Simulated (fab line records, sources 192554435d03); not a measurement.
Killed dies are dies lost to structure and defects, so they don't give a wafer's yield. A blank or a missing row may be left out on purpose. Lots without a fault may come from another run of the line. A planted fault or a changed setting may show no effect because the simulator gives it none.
Which tool did it? | flow n5_finfet | 11 lots, 33 wafers sampled, at 5 steps of a route of 1938

WHAT THE GAUGES READ, wafer by wafer
N5_BEOL_M1_THK_MEAS_53: measures by xrf.
lot  | measured     | on            | M1_THK (nm)
L805 | day 6 15:47  | film_metro-02 | 39.9 40.3 40.6
L806 | day 6 22:07  | film_metro-02 | 40.9 40.3 42.5
L807 | day 7 00:58  | film_metro-01 | 39.6 39.5 40.9
L808 | day 7 06:57  | film_metro-01 | 39.9 39.3 40.5
L812 | day 8 05:32  | film_metro-02 | 39.9 39.3 40.7
L811 | day 8 08:40  | film_metro-01 | 37.5 36.6 39.5
L821 | day 10 13:00 | film_metro-01 | 39.3 38.2 40.0
L820 | day 10 14:49 | film_metro-02 | 40.1 41.3 41.3
L825 | day 11 17:28 | film_metro-01 | 40.0 41.2 41.2
L827 | day 12 10:30 | film_metro-02 | 36.5 38.8 38.4
L826 | day 12 13:06 | film_metro-01 | 40.1 38.1 38.9

N5_BEOL_M2_CD_MEAS_11: target cd 16.79 nm.
lot  | measured     | on        | cd_nm (nm)
L805 | day 6 18:46  | cd_sem-03 | 16.53 16.78 16.87
L806 | day 7 00:55  | cd_sem-02 | 16.74 16.30 16.96
L807 | day 7 03:37  | cd_sem-01 | 16.76 16.73 16.87
L808 | day 7 08:31  | cd_sem-01 | 16.85 16.73 16.58
L812 | day 8 09:21  | cd_sem-01 | 16.55 16.39 16.53
L811 | day 8 10:09  | cd_sem-03 | 16.91 16.67 16.89
L821 | day 10 14:58 | cd_sem-02 | 16.90 16.68 16.95
L820 | day 10 17:49 | cd_sem-03 | 17.07 16.81 16.79
L825 | day 11 19:31 | cd_sem-02 | 16.75 16.96 16.54
L827 | day 12 14:47 | cd_sem-02 | 16.78 17.00 16.90
L826 | day 12 15:25 | cd_sem-02 | 16.55 16.89 16.89

N5_BEOL_M2_OVL_MEAS_12.
lot  | measured     | on         | M2_OVL (nm)
L805 | day 6 18:48  | overlay-01 | -0.4 -0.8 -1.5
L806 | day 7 00:57  | overlay-02 | -0.2 -0.3 -0.7
L807 | day 7 03:40  | overlay-01 | -2.6 -1.7 -1.4
L808 | day 7 08:33  | overlay-01 | -1.2 -0.4 -0.7
L812 | day 8 09:23  | overlay-02 | -1.5 -1.3 -0.7
L811 | day 8 10:11  | overlay-02 | 0.1 -0.2 0.1
L821 | day 10 15:00 | overlay-01 | -1.2 0.1 -0.2
L820 | day 10 17:50 | overlay-02 | -1.0 -1.2 -1.3
L825 | day 11 19:33 | overlay-02 | 0.1 0.6 0.3
L827 | day 12 14:50 | overlay-01 | -0.7 -0.5 -1.0
L826 | day 12 15:27 | overlay-02 | -0.1 1.0 -1.5

N5_BEOL_M4_RC_MEAS_101.
lot  | measured     | on        | DIBL_N (mV/V)  | DIBL_P (mV/V)  | IOFF_N (nA/um)    | IOFF_P (nA/um)    | ION_N (uA/um) | ION_P (uA/um) | SS_N (mV/dec)  | SS_P (mV/dec)  | VT_N (mV)         | VT_P (mV)
L805 | day 8 02:04  | prober-02 | 34.0 33.7 33.8 | 33.8 33.7 33.5 | 0.133 0.128 0.129 | 0.171 0.170 0.167 | 662 672 662   | 449 464 456   | 71.7 71.9 71.2 | 72.9 73.1 72.6 | 250.9 254.0 252.7 | -255.2 -254.0 -255.0
L806 | day 8 02:34  | prober-01 | 36.8 36.0 37.6 | 37.7 36.4 38.3 | 0.168 0.146 0.165 | 0.185 0.172 0.184 | 678 662 676   | 452 452 448   | 72.2 71.3 72.1 | 73.7 73.7 73.5 | 250.7 251.7 250.3 | -254.7 -253.2 -254.9
L807 | day 8 21:16  | prober-02 | 37.6 38.4 35.2 | 37.2 38.5 34.9 | 0.164 0.181 0.134 | 0.216 0.235 0.184 | 681 684 681   | 468 468 466   | 71.6 72.1 71.5 | 73.5 73.9 73.4 | 250.3 248.3 252.3 | -249.2 -249.2 -253.5
L808 | day 8 19:33  | prober-01 | 36.1 35.2 34.5 | 37.1 35.6 35.4 | 0.179 0.158 0.144 | 0.224 0.199 0.200 | 685 682 669   | 463 461 465   | 71.1 71.2 71.1 | 73.4 73.2 73.5 | 247.2 248.8 252.7 | -246.5 -250.6 -250.5
L812 | day 10 11:20 | prober-01 | 35.2 36.0 36.5 | 35.5 35.5 36.9 | 0.131 0.134 0.146 | 0.189 0.192 0.214 | 672 668 676   | 461 463 465   | 71.0 71.3 71.0 | 73.0 72.4 73.2 | 251.7 250.1 249.3 | -250.1 -248.9 -249.1
L811 | day 9 20:53  | prober-02 | 36.1 35.3 35.4 | 34.8 33.5 33.9 | 0.155 0.148 0.141 | 0.202 0.184 0.189 | 669 682 674   | 464 462 465   | 71.9 72.0 71.2 | 72.5 72.7 73.1 | 250.6 249.2 253.0 | -253.7 -254.6 -253.1
L821 | day 12 23:49 | prober-02 | 36.5 36.1 35.8 | 37.5 37.5 37.1 | 0.156 0.160 0.146 | 0.221 0.216 0.205 | 674 676 665   | 468 470 464   | 71.2 72.1 72.0 | 73.8 72.7 72.9 | 251.3 251.1 253.0 | -248.6 -247.2 -247.0
L820 | day 11 22:54 | prober-01 | 36.7 37.5 35.5 | 38.5 40.4 37.5 | 0.165 0.185 0.140 | 0.205 0.235 0.195 | 672 682 654   | 457 459 449   | 72.0 71.9 71.7 | 73.8 74.1 73.5 | 250.8 251.0 254.2 | -254.0 -249.4 -251.7
L825 | day 13 05:51 | prober-01 | 36.3 36.2 37.9 | 37.0 36.7 38.0 | 0.169 0.165 0.194 | 0.199 0.196 0.216 | 683 672 690   | 464 453 465   | 71.6 71.1 71.3 | 73.0 73.2 73.8 | 247.2 248.2 245.6 | -252.2 -250.7 -248.9
L827 | day 14 10:37 | prober-01 | 35.0 35.0 35.9 | 35.5 36.1 36.4 | 0.129 0.136 0.141 | 0.156 0.168 0.169 | 667 678 677   | 456 460 462   | 71.1 71.8 72.3 | 73.3 72.9 73.3 | 251.5 249.9 250.5 | -255.6 -253.4 -256.6
L826 | day 14 07:29 | prober-02 | 38.7 37.4 36.1 | 39.5 38.0 36.4 | 0.196 0.174 0.147 | 0.268 0.247 0.211 | 696 681 670   | 478 470 464   | 72.4 72.2 71.9 | 73.9 73.6 73.0 | 244.5 245.3 251.1 | -245.7 -248.8 -247.4

WHICH TOOL RAN EACH LOT (tool, then ch and the chambers of the sampled wafers, then the start)
lot  | N5_BEOL_M2_COAT_73
L805 | litho_track-02 ch 0, day 6 18:22
L806 | litho_track-03 ch 0, day 7 00:31
L807 | litho_track-04 ch 0, day 7 03:22
L808 | litho_track-04 ch 0, day 7 08:16
L812 | litho_track-04 ch 0, day 8 09:05
L811 | litho_track-02 ch 0, day 8 09:53
L821 | litho_track-02 ch 0, day 10 14:43
L820 | litho_track-02 ch 0, day 10 17:33
L825 | litho_track-04 ch 0, day 11 19:15
L827 | litho_track-03 ch 0, day 12 14:32
L826 | litho_track-04 ch 0, day 12 15:02
- N5_BEOL_M2_COAT_73: time 60 s, resist thk 5 nm.

WHAT THE TOOLS THEMSELVES READ (means of the sampled wafers that have a number; where no wafer has one, the mark that the record gives instead)
N5_BEOL_M2_COAT_73.
lot  | tool           | chill_plate_temp_C (C) | heater_power_total_W (W) | plate_temp_C (C)
L805 | litho_track-02 | 23.05                  | 391.6                    | 204.93
L806 | litho_track-03 | 22.97                  | 392.5                    | 205.05
L807 | litho_track-04 | 22.88                  | 392.1                    | 205.02
L808 | litho_track-04 | 22.98                  | 392.0                    | 205.02
L812 | litho_track-04 | 23.02                  | 392.3                    | 205.22
L811 | litho_track-02 | 22.95                  | 392.0                    | 205.09
L821 | litho_track-02 | 22.93                  | 413.3                    | 214.47
L820 | litho_track-02 | 22.99                  | 414.6                    | 214.41
L825 | litho_track-04 | 23.09                  | 392.6                    | 205.13
L827 | litho_track-03 | 22.97                  | 391.1                    | 205.20
L826 | litho_track-04 | 22.97                  | 391.5                    | 204.92

THE ANSWER, worked out from the rows above alone
Rule: what is usual is taken from the lots themselves. Put in order of their means at a reading, lots are off if they are a third of the lots or fewer, leave a main group of 4 or more, and stand apart from it by a gap of 3 or more times the standard deviation of the main group's means; of several such gaps the widest counts. A main group whose means are all the same, to the digits that the tables above print for the reading, isn't used. A lot without any number at a reading at which 4 lots or more have one is off too. The other lots that the step has rows for count as sound. The gauges are gone through in route order, then the tools' own readings, and for those a lot's mean is taken as printed above. The first step at which some lot is off is used, and at that step the reading that is off furthest; a lot without a number counts as furthest.
Off: L821, L820, at N5_BEOL_M2_COAT_73 (plate_temp_C). The main group: mean 205.06 C, standard deviation 0.1.
A tool fits if, at that step or a process step before it, it ran every lot that is off, and no sound lot after the first of them. One fits: litho_track-02 at N5_BEOL_M2_COAT_73. Its last sound lot is L811 (day 8 09:53), its first lot that is off L821 (day 10 14:43): a fault that began between those two fits.
The tool's own readings at N5_BEOL_M2_COAT_73 bear it out: on the lots that are off they differ by more than 5 times the standard deviation of the sound lots' means. heater_power_total_W reads 414.0 W there against 392.0 W on the sound lots; plate_temp_C reads 214.44 C there against 205.06 C on the sound lots.

WHAT THE SIMULATOR HAD PUT IN
Process parameter drift: litho_track-02, from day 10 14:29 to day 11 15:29, at N5_BEOL_M2_COAT_73. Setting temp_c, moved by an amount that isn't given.
Lots struck among those shown: L821, L820. The rule above found the same.
